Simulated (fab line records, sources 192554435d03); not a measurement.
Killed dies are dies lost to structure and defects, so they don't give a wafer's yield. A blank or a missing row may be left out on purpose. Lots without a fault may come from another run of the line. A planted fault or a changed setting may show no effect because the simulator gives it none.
Chamber matching | flow n5_finfet | N5_SD_EPI_P_DESCUM_14 on rie_diel-02: 4 sister chambers
The step chemistry O2, time 7.9 s. 14 wafers are shown with their chamber, then 7 later ones without.

WAFERS WITH THEIR CHAMBER
wafer  | chamber | throttle_valve_pct (%) | showerhead_plenum_p_Torr (Torr) | oes_product_au (a.u.)
L074.1 | 2       | 20.73                  | 1.95                            | 0.83
L074.2 | 0       | 20.52                  | 2.09                            | 0.78
L074.4 | 3       | 20.19                  | 2.21                            | 0.92
L079.1 | 1       | 20.02                  | 2.00                            | 0.72
L079.3 | 0       | 20.52                  | 2.08                            | 0.76
L079.4 | 3       | 20.22                  | 2.21                            | 0.90
L080.3 | 3       | 20.21                  | 2.21                            | 0.90
L080.4 | 1       | 20.04                  | 1.99                            | 0.71
L080.5 | 1       | 20.03                  | 1.99                            | 0.72
L082.3 | 3       | 20.23                  | 2.21                            | 0.90
L082.4 | 3       | 20.23                  | 2.21                            | 0.90
L082.6 | 1       | 20.04                  | 1.99                            | 0.73
L090.1 | 3       | 20.24                  | 2.20                            | 0.87
L090.4 | 2       | 20.77                  | 1.94                            | 0.79

SIGNATURES (means of the wafers above)
reading                  | chamber 0 | chamber 1 | chamber 2 | chamber 3 | scatter within a chamber
throttle_valve_pct       | 20.5200   | 20.0325   | 20.7500   | 20.2200   | 0.0164
showerhead_plenum_p_Torr | 2.0850    | 1.9925    | 1.9450    | 2.2083    | 0.00508
oes_product_au           | 0.7700    | 0.7200    | 0.8100    | 0.8983    | 0.0158
Rule: a wafer's distance from a chamber is the root of the sum, over the readings, of the square of ((its reading less the chamber's mean) divided by the reading's scatter). The wafer belongs to the nearest chamber; if the next one is less than 2 further off, it can't be placed. The scatter: the root of (the sum of the squares of (reading less its chamber's mean) over the shown wafers, divided by (wafers less chambers)).

WAFERS WITHOUT THEIR CHAMBER
wafer  | throttle_valve_pct (%) | showerhead_plenum_p_Torr (Torr) | oes_product_au (a.u.)
L090.6 | 20.56                  | 2.08                            | 0.74
L092.4 | 20.08                  | 1.99                            | 0.70
L092.5 | 20.07                  | 1.99                            | 0.71
L092.6 | 20.76                  | 1.94                            | 0.80
L093.3 | 20.78                  | 1.94                            | 0.79
L093.4 | 20.24                  | 2.20                            | 0.86
L093.5 | 20.78                  | 1.94                            | 0.80

WHICH CHAMBER EACH WENT THROUGH
wafer  | from the rows above | in truth
L090.6 | 0                   | 0
L092.4 | 1                   | 1
L092.5 | 1                   | 1
L092.6 | 2                   | 2
L093.3 | 2                   | 2
L093.4 | 3                   | 3
L093.5 | 2                   | 2
Placed correctly: 7 of 7. Can't be placed from these rows: 0. Placed wrongly: 0.
